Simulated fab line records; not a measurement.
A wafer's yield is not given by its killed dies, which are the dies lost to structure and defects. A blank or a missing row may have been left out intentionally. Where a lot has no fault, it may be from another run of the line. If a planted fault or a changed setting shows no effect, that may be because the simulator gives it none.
Which tool was responsible? | flow n5-finfet | Sampling: 10 lots, 30 wafers, 2 of 1938 route steps

== WHAT THE GAUGES SHOWED, per wafer ==
N5_BEOL_M4_CD_MEAS_11: the cd target is 16.79 nm.
lot  | measured     | on        | cd-nm (nm)
L074 | day 7 10:51  | cd-sem-03 | 16.62 17.05 16.16
L077 | day 8 09:26  | cd-sem-01 | 16.63 16.76 16.64
L079 | day 8 15:54  | cd-sem-03 | 16.66 16.80 16.47
L083 | day 9 16:49  | cd-sem-01 | 16.44 16.55 16.08
L087 | day 10 15:19 | cd-sem-03 | 16.39 16.97 17.04
L088 | day 10 20:14 | cd-sem-03 | 16.38 16.71 16.59
L090 | day 11 08:48 | cd-sem-03 | 16.66 16.77 16.73
L094 | day 12 18:41 | cd-sem-01 | 16.42 16.49 16.95
L095 | day 13 03:38 | cd-sem-02 | 16.96 16.78 16.68
L097 | day 14 00:41 | cd-sem-02 | 16.76 16.52 16.90

== WHAT TOOL EACH LOT RAN ON (gives the tool, then ch and the chambers of the sampled wafers, and finally the start) ==
lot  | N5_BEOL_M3_CMP_52
L074 | cmp-01 ch 0,1, day 7 09:03
L077 | cmp-02 ch 1,2, day 8 07:05
L079 | cmp-01 ch 0,1,2, day 8 14:26
L083 | cmp-04 ch 0,1,2, day 9 14:14
L087 | cmp-02 ch 0,1,3, day 10 12:43
L088 | cmp-02 ch 0,1,2, day 10 18:25
L090 | cmp-04 ch 0,2,3, day 11 06:53
L094 | cmp-02 ch 0,1, day 12 17:08
L095 | cmp-01 ch 0,1,3, day 13 01:52
L097 | cmp-04 ch 0,2,3, day 13 21:13
- N5_BEOL_M3_CMP_52: polishes, stops on SiOC, t overpolish 6.8 s, target thk 40 nm.

== THE ANSWER, worked out from the rows above alone ==
Rule: usual is defined by the lots themselves. The widest of any qualifying gaps counts: lots, ordered by their means at a reading, are off when they make up no more than a third of the lots, leave a main group of 4 or more, and stand apart from it by 3 or more times the standard deviation of that group's means. A main group is skipped when, at the precision printed for the reading in the tables above, its means are all equal. A lot without any number at a reading at which 4 lots or more have one is off too. The other lots that the step has rows for count as sound.
No lot is off at any reading shown: from this, nothing can be told.

== WHAT THE SIMULATOR PUT IN ==
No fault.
